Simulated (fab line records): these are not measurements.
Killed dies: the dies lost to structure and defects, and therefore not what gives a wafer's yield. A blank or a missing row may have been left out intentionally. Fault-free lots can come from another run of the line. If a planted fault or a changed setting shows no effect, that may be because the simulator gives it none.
A struck lot beside a sound one    flow nand-harc    15 steps out of a route of 1159
Sound: wafers L288.3, L288.4, L288.5. Struck: wafer L293.5. (L293.2, L293.3 of the same lot were not struck and are left out.) The cause comes at the end.
Order at every step that has rows: each side's tool, ch and its chambers, its first start. Under that, the readings that differ: sound wafers    struck wafers    difference of the means    sigmas: that difference in standard deviations of wafers without a fault.
alike: same words and numbers on both sides, and readings whose means sit less than 2 such deviations apart. not compared: any withheld reading, any reading some wafer has no value for, any bound like >300 that may hide the same value, and any number with overlapping values for which the record gives no deviation.
A row with sigmas, a row that says differs or no value, or rows on one side alone: a step with any of these is where the two part. Numbers that have no deviation but don't overlap get no sigmas and don't part them. A reading missing from all wafers of one side parts the sides only when that side holds two or more wafers.

first, 3 steps without rows for these wafers: NHARC_THIN_TSV_EXPOSE_09 (exposes mask TSV); NHARC_THIN_TSV_PEB_10 (peb time 85 s); NHARC_THIN_TSV_DEVELOP_11 (time 70 s).
NHARC_THIN_TSV_CD_MEAS_12: the cd target is 1000 nm.
  sound on cd-sem-01 ch 0, day 18 17:47; struck on cd-sem-02 ch 0, day 20 03:41
  alike: cd-nm
then, 1 step without rows for these wafers: NHARC_THIN_TSV_HARDBAKE_13 (time 80 s).
NHARC_THIN_TSV_DESCUM_14: chemistry O2, time 3 s.
  sound on rie-diel-12 ch 1,2,3, day 18 17:58; struck on rie-diel-09 ch 2, day 20 03:51
reading                sound              struck  difference  sigmas
oes-product-au (a.u.)  1.001 0.989 0.991  1.009   +0.015      +2
  alike: drypump-motor-current-A, rf-vpp-V, showerhead-plenum-p-Torr, throttle-valve-pct
  not compared: rf-hours-counter-h
NHARC_THIN_TSV_ETCH_44: etches the open film in CF4/O2, target depth 1594.2 nm, time 797.1 s.
  sound on rie-diel-12 ch 0,1,3, day 18 18:05; struck on rie-diel-09 ch 0, day 20 03:56
reading                          sound                 struck  difference  sigmas
rf-vpp-V (V)                     787 790 797           801     +10         +2
showerhead-plenum-p-Torr (Torr)  1.71 1.76 1.87        1.93    +0.15       +2
throttle-valve-pct (%)           16.915 16.916 16.928  16.892  -0.028      -3
  alike: drypump-motor-current-A, oes-product-au
  not compared: rf-hours-counter-h
NHARC_THIN_TSV_ETCH_15: target depth 3000 nm, bosch target overetch cycles 2, bosch etch step 2.8 s.
  sound on rie-si-05 ch 0,1, day 18 18:37; struck on rie-si-03 ch 1, day 20 04:40
  alike: drypump-motor-current-A
  not compared: rf-hours-counter-h
NHARC_THIN_TSV_CD_MEAS_16:
  sound on cd-sem-03, day 18 18:46; struck on cd-sem-01, day 20 04:47
  alike: cd-nm
NHARC_THIN_TSV_STRIP_45: strips in O2.
  sound on plasma-asher-02 ch 0,1, day 18 18:56; struck on plasma-asher-02 ch 1, day 20 05:41
  alike: drypump-motor-current-A, heater-power-w, rf-refl-power-W
  not compared: rf-hours-counter-h
then, 1 step without rows for these wafers: NHARC_THIN_TSV_STRIP_46 (strips in post etch residue remover, time 1200 s).
NHARC_THIN_TSV_DEP_47: deposits SiO2, target thk 200 nm.
  sound on pecvd-04 ch 0,1, day 18 19:44; struck on pecvd-03 ch 2, day 20 06:35
  alike: chamber-pressure-Torr, throttle-valve-pct
NHARC_THIN_TSV_ETCHBACK_48: etches the open film in C4F8/Ar, target depth 1028.5 nm, time 405.17 s.
  sound on rie-diel-12 ch 0,2,3, day 18 20:10; struck on rie-diel-12 ch 1, day 20 06:57
reading           sound              struck  difference  sigmas
run-length-s (s)  426.2 425.9 427.5  325.8   -100.7      -99 or more
  alike: oes-product-au, rf-vpp-V
  not compared: rf-hours-counter-h
then, 1 step without rows for these wafers: NHARC_THIN_TSV_STRIP_62 (strips in N2/H2, time 20 s).
NHARC_END_SORT_01:
  here the record holds rows for the struck wafers (prober-02 ch 0, day 20 22:35) but none for the sound ones

WHERE THEY PART
At NHARC_THIN_TSV_DESCUM_14 first; at NHARC_END_SORT_01 last (within this record only).

WHY: whatever the simulator had introduced
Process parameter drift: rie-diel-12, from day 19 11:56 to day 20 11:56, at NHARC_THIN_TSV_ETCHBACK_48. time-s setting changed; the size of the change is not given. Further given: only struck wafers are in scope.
